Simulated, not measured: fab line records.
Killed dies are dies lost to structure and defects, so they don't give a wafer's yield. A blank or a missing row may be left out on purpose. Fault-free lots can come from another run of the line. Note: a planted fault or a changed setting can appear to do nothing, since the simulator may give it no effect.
Which tool was responsible? + flow nand-harc + 72 wafers from 24 lots sampled at 2 of the route's 1302 steps

## WHAT THE GAUGES READ, wafer by wafer
NHARC_A_SGD_CUT_CD_MEAS_09: the cd target is 100 nm.
| lot  | measured     | on        | cd-nm (nm)        |
|------|--------------|-----------|-------------------|
| L074 | day 19 01:41 | cd-sem-02 | 98.9 99.0 99.0    |
| L075 | day 19 20:58 | cd-sem-01 | 100.4 100.9 100.8 |
| L076 | day 19 21:19 | cd-sem-02 | 99.9 99.4 100.4   |
| L077 | day 20 10:20 | cd-sem-03 | 101.6 100.0 100.9 |
| L080 | day 21 01:04 | cd-sem-02 | 100.1 101.1 101.3 |
| L078 | day 21 01:20 | cd-sem-03 | 99.2 100.3 99.1   |
| L079 | day 21 04:10 | cd-sem-02 | 102.1 101.4 102.2 |
| L081 | day 22 14:50 | cd-sem-01 | 100.0 99.8 100.6  |
| L082 | day 22 15:07 | cd-sem-01 | 99.4 99.1 98.7    |
| L084 | day 23 13:29 | cd-sem-03 | 101.0 101.5 101.9 |
| L083 | day 23 13:50 | cd-sem-03 | 99.1 100.4 99.0   |
| L085 | day 24 01:29 | cd-sem-01 | 100.1 101.0 99.8  |
| L087 | day 24 02:42 | cd-sem-03 | 100.0 100.9 99.8  |
| L086 | day 24 08:37 | cd-sem-02 | 101.8 102.1 100.9 |
| L088 | day 24 22:53 | cd-sem-02 | 100.3 100.4 100.4 |
| L089 | day 24 23:04 | cd-sem-01 | 100.1 100.2 101.3 |
| L090 | day 25 23:56 | cd-sem-02 | 100.4 100.7 99.8  |
| L091 | day 26 10:47 | cd-sem-01 | 100.3 100.0 100.5 |
| L092 | day 26 11:23 | cd-sem-01 | 99.6 99.8 99.5    |
| L093 | day 27 03:25 | cd-sem-02 | 102.4 101.1 101.3 |
| L094 | day 27 13:01 | cd-sem-03 | 101.7 100.7 99.3  |
| L096 | day 27 22:52 | cd-sem-03 | 99.6 101.7 101.0  |
| L095 | day 28 00:00 | cd-sem-03 | 100.2 99.3 98.9   |
| L097 | day 29 16:34 | cd-sem-01 | 100.6 100.4 101.8 |

## TOOL THAT RAN EACH LOT (tool first, then ch and the chambers of the sampled wafers, then the start)
| lot  | NHARC_A_STAIRCASE_CMP_450     |
|------|-------------------------------|
| L074 | cmp-03 ch 0,1, day 18 23:02   |
| L075 | cmp-02 ch 0,3, day 19 17:50   |
| L076 | cmp-03 ch 0,2,3, day 19 18:33 |
| L077 | cmp-03 ch 1,3, day 20 07:34   |
| L080 | cmp-02 ch 0,2,3, day 20 22:25 |
| L078 | cmp-03 ch 1,2,3, day 20 22:46 |
| L079 | cmp-02 ch 0,2,3, day 21 01:40 |
| L081 | cmp-04 ch 0,1, day 22 12:16   |
| L082 | cmp-02 ch 2,3, day 22 12:32   |
| L084 | cmp-04 ch 0,1,2, day 23 10:57 |
| L083 | cmp-03 ch 0,1,3, day 23 11:15 |
| L085 | cmp-03 ch 0,3, day 23 23:01   |
| L087 | cmp-03 ch 1,2, day 24 00:13   |
| L086 | cmp-04 ch 1,2,3, day 24 06:01 |
| L088 | cmp-04 ch 0,1,3, day 24 20:21 |
| L089 | cmp-03 ch 0,1, day 24 20:24   |
| L090 | cmp-03 ch 0,1,3, day 25 21:28 |
| L091 | cmp-03 ch 0,2, day 26 08:13   |
| L092 | cmp-03 ch 1,3, day 26 08:46   |
| L093 | cmp-04 ch 0,1,3, day 27 00:47 |
| L094 | cmp-02 ch 0,1,3, day 27 10:34 |
| L096 | cmp-04 ch 0,1,3, day 27 20:10 |
| L095 | cmp-02 ch 0,1, day 27 21:16   |
| L097 | cmp-04 ch 0,1, day 29 13:59   |
- NHARC_A_STAIRCASE_CMP_450: polishes SiO2, target thk 200 nm.

## WHAT THE TOOLS THEMSELVES READ (means of the sampled wafers that have a number; where no wafer has one, the mark that the record gives instead)
NHARC_A_STAIRCASE_CMP_450.
| lot  | tool   | motor-current-A (A) |
|------|--------|---------------------|
| L074 | cmp-03 | 13.3                |
| L075 | cmp-02 | 11.8                |
| L076 | cmp-03 | 13.0                |
| L077 | cmp-03 | 11.7                |
| L080 | cmp-02 | 11.7                |
| L078 | cmp-03 | 12.3                |
| L079 | cmp-02 | 12.2                |
| L081 | cmp-04 | 13.1                |
| L082 | cmp-02 | 11.7                |
| L084 | cmp-04 | 12.6                |
| L083 | cmp-03 | 13.1                |
| L085 | cmp-03 | 13.8                |
| L087 | cmp-03 | 11.1                |
| L086 | cmp-04 | 12.7                |
| L088 | cmp-04 | 12.5                |
| L089 | cmp-03 | 12.7                |
| L090 | cmp-03 | 12.8                |
| L091 | cmp-03 | 12.0                |
| L092 | cmp-03 | 12.4                |
| L093 | cmp-04 | 12.3                |
| L094 | cmp-02 | 12.1                |
| L096 | cmp-04 | 12.3                |
| L095 | cmp-02 | 13.4                |
| L097 | cmp-04 | 13.4                |

## THE ANSWER, worked out from the rows above alone
Rule: the usual values come from the lots themselves. Put in order of their means at a reading, lots are off if they are a third of the lots or fewer, leave a main group of 4 or more, and stand apart from it by a gap of 3 or more times the standard deviation of the main group's means; of several such gaps the widest counts. A main group is skipped when, at the precision printed for the reading in the tables above, its means are all equal. Also off: a lot with no number at a reading for which 4 or more lots have one. The other lots that the step has rows for count as sound. First the gauges in route order, then the tools' own readings, where a lot's mean is used as printed above. At the first step where some lot is off, the reading lying furthest off is the one used; lots without a number count as furthest.
No lot is off at any reading shown: from this, nothing can be told.

## WHAT WAS PUT IN BY THE SIMULATOR
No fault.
